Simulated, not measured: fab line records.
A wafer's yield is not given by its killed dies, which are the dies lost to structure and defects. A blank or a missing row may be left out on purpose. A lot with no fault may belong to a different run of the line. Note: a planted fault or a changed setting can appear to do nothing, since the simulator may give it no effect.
fab line records	flow nandHarc	part 1 of 2: steps 1 to 26 of 32
record: lots: 5	wafers: 15	lastDay: 31
route steps=1302 shown A_ONON_D1@436 A_CHANNEL_HOLE_D1@450
lots untouched by any fault: they come from a run of this same line in which no faults occurred
startH: the number of hours between the record's first day and the start of the first shown wafer of the lot	waitH: hours elapsed since this lot's preceding step	" same as the row above	L1.1+2: several wafers, shown together as one row	- value missing, or start not given	* or withheld: withheld	< > ~ a bound
route shown NAME@n: NAME is a module with steps in the file, n the number in the route of the first one	usual: the fault-free wafers' mean and standard deviation	same: alike in all rows	chamber/n: place in a boat	sites: readings site by site	_std_site: the standard deviation of these	_edge_site: outer sites' mean less inner sites'	radiusMm: for every site, how far away it sits from the centre of the wafer	mask NAME#n: copy n	behind: the tool/chamber that last shaped the wafer	hold: what put the lot on hold/how long, in hours/how the hold closed	device: the transistor (n, p or np) that didn't switch	end of line: the tests these same wafers got at the end of their route	step lacking rows: just its recipe	killed: dies that structure and defects cost at the first sort, which is not the same as the wafer's yield	map: a wafer's dies, marking killed ones x, the rest . and places with no die _
set.NAME: the setting as run; set.NAME@STEP: as run at that earlier step	model.NAME: the simulator's own value behind a step, which no gauge read
certain route steps with their lots: each step a table, each wafer a row
services: the hour from which a tool's chamber was out of use, counted from the record's first day as startH (under 0 if before that day), plus the number of hours and why
== steps ==
step: NHARC_A_ONON_D1_DEP_16
recipe: targetThkA: 10000	n2FlowSccm: 2750	n2oFlowSccm: 2000	nh3FlowSccm: 500	sih4FlowSccm: 210	tempC: 400
usual: nh3FlowSccm: 500.3/1.5
lot.wafer	tool	chamber	startH	waitH	nh3FlowSccm
L074.3	pecvdOnon-01	0	167.76	0.2	496.0
L074.4	"	0	"	"	498.4
L074.5	"	0	"	"	499.1
L075.1	pecvdOnon-04	0	187.74	0.1	500.2
L075.2	"	0	"	"	500.5
L075.5	"	0	"	"	501.9
L077.1	pecvdOnon-01	0	203.04	0.1	499.7
L077.5	"	0	"	"	502.4
L077.6	"	0	"	"	499.1
L087.2	pecvdOnon-03	0	296.28	0.1	498.9
L087.3	"	0	"	"	500.5
L087.4	"	0	"	"	499.3
L091.2	pecvdOnon-04	0	344.61	0.1	502.2
L091.3	"	0	"	"	498.7
L091.5	"	0	"	"	499.8
step: NHARC_A_ONON_D1_THK_MEAS_18
recipe: thkMeasGauge: ellipsometry
usual: thkNm: 1001/11
lot.wafer	tool	chamber	startH	waitH	thkNm
L074.3	filmMetro-01	-	168.16	-	980
L074.4	"	-	"	"	981
L074.5	"	-	"	"	982
L075.1	filmMetro-02	-	188.28	-	1010
L075.2	"	-	"	"	1010
L075.5	"	-	"	"	1009
L077.1	filmMetro-01	-	203.54	-	1008
L077.5	"	-	"	"	1009
L077.6	"	-	"	"	1008
L087.2	filmMetro-01	-	296.73	-	1001
L087.3	"	-	"	"	1002
L087.4	"	-	"	"	1002
L091.2	filmMetro-02	-	345.06	-	1004
L091.3	"	-	"	"	1003
L091.5	"	-	"	"	1002
step: NHARC_A_ONON_D1_DEP_19
recipe: targetThkA: 10000	n2FlowSccm: 2750	n2oFlowSccm: 2000	nh3FlowSccm: 500	sih4FlowSccm: 210	tempC: 400
usual: nh3FlowSccm: 499.8/1.3
lot.wafer	tool	chamber	startH	waitH	nh3FlowSccm
L074.3	pecvdOnon-04	0	168.33	0.2	499.5
L074.4	"	0	"	"	498.6
L074.5	"	0	"	"	497.9
L075.1	pecvdOnon-03	0	188.34	0.1	500.9
L075.2	"	0	"	"	500.0
L075.5	"	0	"	"	499.9
L077.1	pecvdOnon-04	0	203.59	0.1	499.2
L077.5	"	0	"	"	501.0
L077.6	"	0	"	"	499.5
L087.2	pecvdOnon-04	0	296.85	0.1	499.1
L087.3	"	0	"	"	499.0
L087.4	"	0	"	"	499.4
L091.2	pecvdOnon-01	0	345.18	0.1	497.2
L091.3	"	0	"	"	497.4
L091.5	"	0	"	"	499.0
step: NHARC_A_ONON_D1_THK_MEAS_21
recipe: thkMeasGauge: ellipsometry
usual: thkNm: 1000/7
lot.wafer	tool	chamber	startH	waitH	thkNm
L074.3	filmMetro-01	-	168.75	-	1007
L074.4	"	-	"	"	1008
L074.5	"	-	"	"	1008
L075.1	filmMetro-02	-	188.87	-	1004
L075.2	"	-	"	"	1003
L075.5	"	-	"	"	1005
L077.1	filmMetro-01	-	204.10	-	1007
L077.5	"	-	"	"	1008
L077.6	"	-	"	"	1008
L087.2	filmMetro-02	-	297.30	-	1003
L087.3	"	-	"	"	1004
L087.4	"	-	"	"	1003
L091.2	filmMetro-02	-	345.63	-	1006
L091.3	"	-	"	"	1006
L091.5	"	-	"	"	1008
step: NHARC_A_ONON_D1_DEP_22
recipe: targetThkA: 10000	n2FlowSccm: 2750	n2oFlowSccm: 2000	nh3FlowSccm: 500	sih4FlowSccm: 210	tempC: 400
usual: nh3FlowSccm: 500.6/1.5
lot.wafer	tool	chamber	startH	waitH	nh3FlowSccm
L074.3	pecvdOnon-04	0	168.92	0.2	498.4
L074.4	"	0	"	"	501.4
L074.5	"	0	"	"	500.9
L075.1	pecvdOnon-01	0	188.93	0.1	502.6
L075.2	"	0	"	"	500.4
L075.5	"	0	"	"	499.9
L077.1	pecvdOnon-03	0	204.16	0.1	502.2
L077.5	"	0	"	"	502.6
L077.6	"	0	"	"	499.5
L087.2	pecvdOnon-01	0	297.41	0.1	499.0
L087.3	"	0	"	"	498.3
L087.4	"	0	"	"	498.6
L091.2	pecvdOnon-04	0	345.74	0.1	501.9
L091.3	"	0	"	"	500.8
L091.5	"	0	"	"	501.6
step: NHARC_A_ONON_D1_THK_MEAS_24
recipe: thkMeasGauge: ellipsometry
usual: thkNm: 999/7.2
lot.wafer	tool	chamber	startH	waitH	thkNm
L074.3	filmMetro-02	-	169.32	-	985
L074.4	"	-	"	"	985
L074.5	"	-	"	"	984
L075.1	filmMetro-01	-	189.44	-	1004
L075.2	"	-	"	"	1002
L075.5	"	-	"	"	1005
L077.1	filmMetro-01	-	204.67	-	1004
L077.5	"	-	"	"	1003
L077.6	"	-	"	"	1003
L087.2	filmMetro-01	-	297.87	-	994
L087.3	"	-	"	"	994
L087.4	"	-	"	"	994
L091.2	filmMetro-01	-	346.20	-	994
L091.3	"	-	"	"	996
L091.5	"	-	"	"	995
step: NHARC_A_ONON_D1_DEP_25
recipe: targetThkA: 10000	n2FlowSccm: 2750	n2oFlowSccm: 2000	nh3FlowSccm: 500	sih4FlowSccm: 210	tempC: 400
usual: nh3FlowSccm: 499.9/1.5
lot.wafer	tool	chamber	startH	waitH	nh3FlowSccm
L074.3	pecvdOnon-03	0	169.49	0.2	502.9
L074.4	"	0	"	"	500.1
L074.5	"	0	"	"	501.0
L075.1	pecvdOnon-04	0	189.50	0.1	500.0
L075.2	"	0	"	"	500.5
L075.5	"	0	"	"	499.2
L077.1	pecvdOnon-04	0	204.72	0.1	500.1
L077.5	"	0	"	"	501.1
L077.6	"	0	"	"	501.9
L087.2	pecvdOnon-03	0	297.98	0.1	496.8
L087.3	"	0	"	"	500.4
L087.4	"	0	"	"	498.4
L091.2	pecvdOnon-01	0	346.31	0.1	500.0
L091.3	"	0	"	"	499.8
L091.5	"	0	"	"	500.9
step: NHARC_A_ONON_D1_THK_MEAS_27
recipe: thkMeasGauge: ellipsometry
usual: thkNm: 1001/10
lot.wafer	tool	chamber	startH	waitH	thkNm
L074.3	filmMetro-02	-	169.89	-	980
L074.4	"	-	"	"	980
L074.5	"	-	"	"	979
L075.1	filmMetro-02	-	190.01	-	1015
L075.2	"	-	"	"	1012
L075.5	"	-	"	"	1013
L077.1	filmMetro-01	-	205.23	-	1009
L077.5	"	-	"	"	1009
L077.6	"	-	"	"	1011
L087.2	filmMetro-01	-	298.43	-	1004
L087.3	"	-	"	"	1001
L087.4	"	-	"	"	1002
L091.2	filmMetro-01	-	346.76	-	993
L091.3	"	-	"	"	992
L091.5	"	-	"	"	993
step: NHARC_A_ONON_D1_DEP_28
recipe: targetThkA: 10000	n2FlowSccm: 2750	n2oFlowSccm: 2000	nh3FlowSccm: 500	sih4FlowSccm: 210	tempC: 400
usual: nh3FlowSccm: 500.0/1.5
lot.wafer	tool	chamber	startH	waitH	nh3FlowSccm
L074.3	pecvdOnon-01	0	170.06	0.2	502.6
L074.4	"	0	"	"	502.2
L074.5	"	0	"	"	500.4
L075.1	pecvdOnon-03	0	190.07	0.1	498.6
L075.2	"	0	"	"	498.0
L075.5	"	0	"	"	498.6
L077.1	pecvdOnon-01	0	205.29	0.1	500.0
L077.5	"	0	"	"	500.7
L077.6	"	0	"	"	500.2
L087.2	pecvdOnon-04	0	298.55	0.1	501.3
L087.3	"	0	"	"	498.8
L087.4	"	0	"	"	499.2
L091.2	pecvdOnon-04	0	346.87	0.1	501.4
L091.3	"	0	"	"	502.1
L091.5	"	0	"	"	503.1
step: NHARC_A_ONON_D1_THK_MEAS_30
recipe: thkMeasGauge: ellipsometry
usual: thkNm: 996/9.7
lot.wafer	tool	chamber	startH	waitH	thkNm
L074.3	filmMetro-02	-	170.46	-	982
L074.4	"	-	"	"	981
L074.5	"	-	"	"	981
L075.1	filmMetro-01	-	190.58	-	1004
L075.2	"	-	"	"	1003
L075.5	"	-	"	"	1002
L077.1	filmMetro-01	-	205.80	-	1007
L077.5	"	-	"	"	1006
L077.6	"	-	"	"	1005
L087.2	filmMetro-01	-	299.00	-	989
L087.3	"	-	"	"	989
L087.4	"	-	"	"	988
L091.2	filmMetro-02	-	347.33	-	992
L091.3	"	-	"	"	993
L091.5	"	-	"	"	991
step: NHARC_A_ONON_D1_DEP_33
recipe: targetThkA: 2000	tempC: 400	pressureTorr: 6.5	rfW: 900	teosFlowSccm: 161.4	flowSccm: 2650	targetThkNm: 200	gas: O2	material: SiO2
usual: heaterPowerW: 534/78	throttleValvePct: 15.8/0.55
lot.wafer	tool	chamber	startH	waitH	heaterPowerW	throttleValvePct
L074.3	pecvd-04	0	170.51	0.1	506	15.3
L074.4	"	0	"	"	516	15.4
L074.5	"	2	"	"	425	14.7
L075.1	pecvd-01	2	190.69	0.1	624	15.9
L075.2	"	0	"	"	506	15.7
L075.5	"	2	"	"	631	16.1
L077.1	pecvd-04	0	205.91	0.1	516	15.4
L077.5	"	2	"	"	448	15.0
L077.6	"	0	"	"	526	15.3
L087.3	pecvd-01	1	299.06	0.1	561	16.3
L087.2	"	0	"	"	496	15.8
L087.4	"	2	"	"	564	16.2
L091.3	pecvd-01	2	347.38	0.1	611	15.6
L091.2	"	1	"	"	480	16.0
L091.5	"	0	"	"	457	16.2
step: NHARC_A_ONON_D1_THK_MEAS_34
recipe: thkMeasGauge: ellipsometry
usual: thkNm: 199.9/2.9
lot.wafer	tool	chamber	startH	waitH	thkNm
L074.3	filmMetro-01	-	170.93	-	198.4
L074.4	"	-	"	"	204.8
L074.5	"	-	"	"	201.4
L075.1	filmMetro-01	-	191.10	-	201.8
L075.2	"	-	"	"	202.1
L075.5	"	-	"	"	206.9
L077.1	filmMetro-02	-	206.28	-	204.2
L077.5	"	-	"	"	204.9
L077.6	"	-	"	"	201.7
L087.2	filmMetro-02	-	299.47	-	196.6
L087.3	"	-	"	"	196.3
L087.4	"	-	"	"	202.7
L091.2	filmMetro-02	-	347.80	-	195.6
L091.3	"	-	"	"	196.8
L091.5	"	-	"	"	197.3
step: NHARC_A_ONON_D1_INSPECT_32
usual: rawDefectCount: 73/26
lot.wafer	tool	chamber	startH	waitH	rawDefectCount
L074.3	defectInspect-02	-	170.99	0.0	64
L074.4	"	-	"	"	51
L074.5	"	-	"	"	33
L075.1	defectInspect-02	-	191.16	0.0	45
L075.2	"	-	"	"	83
L075.5	"	-	"	"	69
L077.1	defectInspect-01	-	206.34	0.0	48
L077.5	"	-	"	"	82
L077.6	"	-	"	"	84
L087.2	defectInspect-02	-	299.53	0.0	90
L087.3	"	-	"	"	79
L087.4	"	-	"	"	50
L091.2	defectInspect-01	-	347.86	0.0	58
L091.3	"	-	"	"	95
L091.5	"	-	"	"	53
step: NHARC_A_CHANNEL_HOLE_D1_DEP_00
recipe: targetThkA: 31000	tempC: 400	material: aC
usual: throttleValvePct: 35.000/0.0083
lot.wafer	tool	chamber	startH	waitH	throttleValvePct
L074.3	aclDep-02	0	172.20	1.2	34.998
L074.4	"	0	"	"	34.996
L074.5	"	0	"	"	35.001
L075.1	aclDep-03	0	192.17	1.0	35.006
L075.2	"	0	"	"	35.008
L075.5	"	0	"	"	34.993
L077.1	aclDep-03	0	208.62	2.3	34.991
L077.5	"	0	209.89	3.5	34.999
L077.6	"	0	"	"	35.008
L087.2	aclDep-02	0	302.18	2.6	34.996
L087.3	"	0	"	"	35.007
L087.4	"	0	"	"	35.001
L091.2	aclDep-03	0	350.00	2.1	34.997
L091.3	"	0	"	"	34.996
L091.5	"	0	"	"	35.003
step: NHARC_A_CHANNEL_HOLE_D1_DEP_01
recipe: targetThkA: 1400	targetThkNm: 140	tempC: 400	pressureTorr: 3.5	flowSccm: 200	rfW: 350	material: SiON
usual: heaterPowerW: 736/77
lot.wafer	tool	chamber	startH	waitH	heaterPowerW
L074.3	pecvd-03	1	173.55	1.0	603
L074.5	"	2	"	"	812
L074.4	"	1	"	"	588
L075.1	pecvd-02	1	194.12	1.6	774
L075.2	"	2	"	"	827
L075.5	"	1	"	"	784
L077.1	pecvd-03	0	210.54	1.6	668
L077.6	"	1	"	"	612
L077.5	"	2	"	"	797
L087.2	pecvd-03	1	303.79	1.3	630
L087.3	"	0	"	"	709
L087.4	"	2	"	"	849
L091.3	pecvd-02	2	351.63	1.0	706
L091.2	"	1	"	"	754
L091.5	"	0	"	"	647
step: NHARC_A_CHANNEL_HOLE_D1_DEHYDRATE_02
recipe: tempC: 150	timeS: 120
usual: exhaustPa: 45.2/0.94
lot.wafer	tool	chamber	startH	waitH	exhaustPa
L074.3	lithoTrack-01	0	173.76	0.2	46.3
L074.4	"	0	"	"	46.5
L074.5	"	0	"	"	46.3
L075.1	lithoTrack-04	0	194.36	0.2	45.5
L075.2	"	0	"	"	45.7
L075.5	"	0	"	"	44.5
L077.1	lithoTrack-06	0	210.81	0.2	44.1
L077.5	"	0	"	"	46.0
L077.6	"	0	"	"	44.8
L087.2	lithoTrack-04	0	304.06	0.2	47.2
L087.3	"	0	"	"	45.4
L087.4	"	0	"	"	45.6
L091.2	lithoTrack-04	0	351.90	0.2	45.1
L091.3	"	0	"	"	46.0
L091.5	"	0	"	"	44.8
step: NHARC_A_CHANNEL_HOLE_D1_HMDS_03
recipe: timeS: 30
usual: exhaustPa: 45.1/0.89
lot.wafer	tool	chamber	startH	waitH	exhaustPa
L074.3	lithoTrack-01	0	-	-	45.1
L074.4	"	0	"	"	46.5
L074.5	"	0	"	"	46.5
L075.1	lithoTrack-04	0	-	-	45.5
L075.2	"	0	"	"	44.5
L075.5	"	0	"	"	46.3
L077.1	lithoTrack-06	0	-	-	44.1
L077.5	"	0	"	"	44.2
L077.6	"	0	"	"	44.6
L087.2	lithoTrack-04	0	-	-	44.4
L087.3	"	0	"	"	44.7
L087.4	"	0	"	"	44.7
L091.2	lithoTrack-04	0	-	-	45.2
L091.3	"	0	"	"	45.9
L091.5	"	0	"	"	44.8
step: NHARC_A_CHANNEL_HOLE_D1_COAT_36
recipe: tempC: 260	timeS: 75
usual: exhaustPa: 45.0/1
lot.wafer	tool	chamber	startH	waitH	exhaustPa
L074.3	lithoTrack-01	0	-	-	44.8
L074.4	"	0	"	"	45.1
L074.5	"	0	"	"	44.6
L075.1	lithoTrack-04	0	-	-	45.6
L075.2	"	0	"	"	45.4
L075.5	"	0	"	"	45.5
L077.1	lithoTrack-06	0	-	-	45.2
L077.5	"	0	"	"	44.0
L077.6	"	0	"	"	44.1
L087.2	lithoTrack-04	0	-	-	47.0
L087.3	"	0	"	"	45.7
L087.4	"	0	"	"	45.9
L091.2	lithoTrack-04	0	-	-	45.7
L091.3	"	0	"	"	44.7
L091.5	"	0	"	"	46.5
step: NHARC_A_CHANNEL_HOLE_D1_COAT_37
recipe: tempC: 225	timeS: 65
usual: exhaustPa: 44.9/0.83
lot.wafer	tool	chamber	startH	waitH	exhaustPa
L074.3	lithoTrack-01	0	-	-	45.2
L074.4	"	0	"	"	43.7
L074.5	"	0	"	"	45.3
L075.1	lithoTrack-04	0	-	-	45.9
L075.2	"	0	"	"	44.8
L075.5	"	0	"	"	45.8
L077.1	lithoTrack-06	0	-	-	45.5
L077.5	"	0	"	"	45.3
L077.6	"	0	"	"	45.5
L087.2	lithoTrack-04	0	-	-	44.3
L087.3	"	0	"	"	43.1
L087.4	"	0	"	"	45.1
L091.2	lithoTrack-04	0	-	-	45.6
L091.3	"	0	"	"	45.6
L091.5	"	0	"	"	44.7
step: NHARC_A_CHANNEL_HOLE_D1_COAT_04
recipe: spinRpm: 1500	resistThkNm: 90
usual: exhaustPa: 44.9/0.84
lot.wafer	tool	chamber	startH	waitH	exhaustPa
L074.3	lithoTrack-01	0	-	-	44.4
L074.4	"	0	"	"	47.0
L074.5	"	0	"	"	45.6
L075.1	lithoTrack-04	0	-	-	44.6
L075.2	"	0	"	"	45.4
L075.5	"	0	"	"	44.9
L077.1	lithoTrack-06	0	-	-	44.8
L077.5	"	0	"	"	45.4
L077.6	"	0	"	"	44.6
L087.2	lithoTrack-04	0	-	-	45.9
L087.3	"	0	"	"	45.9
L087.4	"	0	"	"	46.0
L091.2	lithoTrack-04	0	-	-	44.9
L091.3	"	0	"	"	43.7
L091.5	"	0	"	"	44.9
step: NHARC_A_CHANNEL_HOLE_D1_SOFTBAKE_05
recipe: tempC: 105	timeS: 55
usual: exhaustPa: 45.1/0.98
lot.wafer	tool	chamber	startH	waitH	exhaustPa
L074.3	lithoTrack-01	0	-	-	44.8
L074.4	"	0	"	"	44.3
L074.5	"	0	"	"	45.0
L075.1	lithoTrack-04	0	-	-	46.2
L075.2	"	0	"	"	46.4
L075.5	"	0	"	"	47.3
L077.1	lithoTrack-06	0	-	-	45.5
L077.5	"	0	"	"	45.3
L077.6	"	0	"	"	47.1
L087.2	lithoTrack-04	0	-	-	42.3
L087.3	"	0	"	"	46.1
L087.4	"	0	"	"	44.2
L091.2	lithoTrack-04	0	-	-	43.5
L091.3	"	0	"	"	43.5
L091.5	"	0	"	"	42.9
step: NHARC_A_CHANNEL_HOLE_D1_EBR_06
usual: exhaustPa: 45.2/0.9
lot.wafer	tool	chamber	startH	waitH	exhaustPa
L074.3	lithoTrack-01	0	-	-	45.5
L074.4	"	0	"	"	46.3
L074.5	"	0	"	"	45.5
L075.1	lithoTrack-04	0	-	-	45.3
L075.2	"	0	"	"	44.1
L075.5	"	0	"	"	44.2
L077.1	lithoTrack-06	0	-	-	44.9
L077.5	"	0	"	"	46.5
L077.6	"	0	"	"	45.7
L087.2	lithoTrack-04	0	-	-	44.3
L087.3	"	0	"	"	44.7
L087.4	"	0	"	"	46.1
L091.2	lithoTrack-04	0	-	-	45.6
L091.3	"	0	"	"	44.8
L091.5	"	0	"	"	43.6
step: NHARC_A_CHANNEL_HOLE_D1_EXPOSE_07
recipe: na: 1.35	targetCdNm: 100	sigmaOuter: 0.3	doseMj: 59.65	maskId: HOLE_D1
usual: reticleTempC: 23.01/0.11
lot.wafer	tool	chamber	startH	waitH	mask	reticleTempC
L074.3	arfiScanner-01	0	174.08	-	HOLE_D1#0	22.85
L074.4	"	0	"	"	HOLE_D1#0	22.89
L074.5	"	0	"	"	HOLE_D1#0	23.07
L075.1	arfiScanner-01	0	194.54	-	HOLE_D1#0	23.03
L075.2	"	0	"	"	HOLE_D1#0	23.11
L075.5	"	0	"	"	HOLE_D1#0	23.09
L077.1	arfiScanner-03	0	211.12	-	HOLE_D1#0	22.84
L077.5	"	0	"	"	HOLE_D1#0	23.14
L077.6	"	0	"	"	HOLE_D1#0	22.99
L087.2	arfiScanner-03	0	304.38	-	HOLE_D1#0	22.97
L087.3	"	0	"	"	HOLE_D1#0	22.90
L087.4	"	0	"	"	HOLE_D1#0	22.99
L091.2	arfiScanner-02	0	352.09	-	HOLE_D1#0	22.90
L091.3	"	0	"	"	HOLE_D1#0	22.93
L091.5	"	0	"	"	HOLE_D1#0	22.89
step: NHARC_A_CHANNEL_HOLE_D1_PEB_08
recipe: pebTempC: 100	pebTimeS: 65
usual: exhaustPa: 45.0/0.8
lot.wafer	tool	chamber	startH	waitH	exhaustPa
L074.3	lithoTrack-04	0	174.13	0.0	46.4
L074.4	"	0	"	"	46.2
L074.5	"	0	"	"	45.0
L075.1	lithoTrack-06	0	194.60	0.1	44.2
L075.2	"	0	"	"	44.3
L075.5	"	0	"	"	44.1
L077.1	lithoTrack-04	0	211.19	0.1	44.7
L077.5	"	0	"	"	44.3
L077.6	"	0	"	"	43.9
L087.2	lithoTrack-01	0	304.43	0.1	45.8
L087.3	"	0	"	"	46.2
L087.4	"	0	"	"	45.8
L091.2	lithoTrack-06	0	352.15	0.1	45.5
L091.3	"	0	"	"	44.9
L091.5	"	0	"	"	45.3
step: NHARC_A_CHANNEL_HOLE_D1_DEVELOP_09
recipe: developTimeS: 35	devTempC: 23
usual: exhaustPa: 45.2/0.84
lot.wafer	tool	chamber	startH	waitH	exhaustPa
L074.3	lithoTrack-04	0	-	-	44.9
L074.4	"	0	"	"	46.6
L074.5	"	0	"	"	45.0
L075.1	lithoTrack-06	0	-	-	45.3
L075.2	"	0	"	"	44.3
L075.5	"	0	"	"	45.8
L077.1	lithoTrack-04	0	-	-	45.1
L077.5	"	0	"	"	44.2
L077.6	"	0	"	"	43.6
L087.2	lithoTrack-01	0	-	-	45.0
L087.3	"	0	"	"	45.6
L087.4	"	0	"	"	45.4
L091.2	lithoTrack-06	0	-	-	44.0
L091.3	"	0	"	"	44.4
L091.5	"	0	"	"	44.4
step: NHARC_A_CHANNEL_HOLE_D1_CD_MEAS_10
recipe: targetCdNm: 100	landingEnergyEv: 500
usual: cdNm: 100.2/0.52
lot.wafer	tool	chamber	startH	waitH	cdNm
L074.3	cdSem-01	0	174.22	-	100.8
L074.4	"	0	"	"	100.3
L074.5	"	0	"	"	99.7
L075.1	cdSem-02	0	194.68	-	99.8
L075.2	"	0	"	"	101.1
L075.5	"	0	"	"	100.7
L077.1	cdSem-02	0	211.27	-	99.7
L077.5	"	0	"	"	99.6
L077.6	"	0	"	"	99.5
L087.2	cdSem-02	0	304.51	-	100.9
L087.3	"	0	"	"	100.3
L087.4	"	0	"	"	100.7
L091.2	cdSem-01	0	352.23	-	99.3
L091.3	"	0	"	"	100.2
L091.5	"	0	"	"	100.3
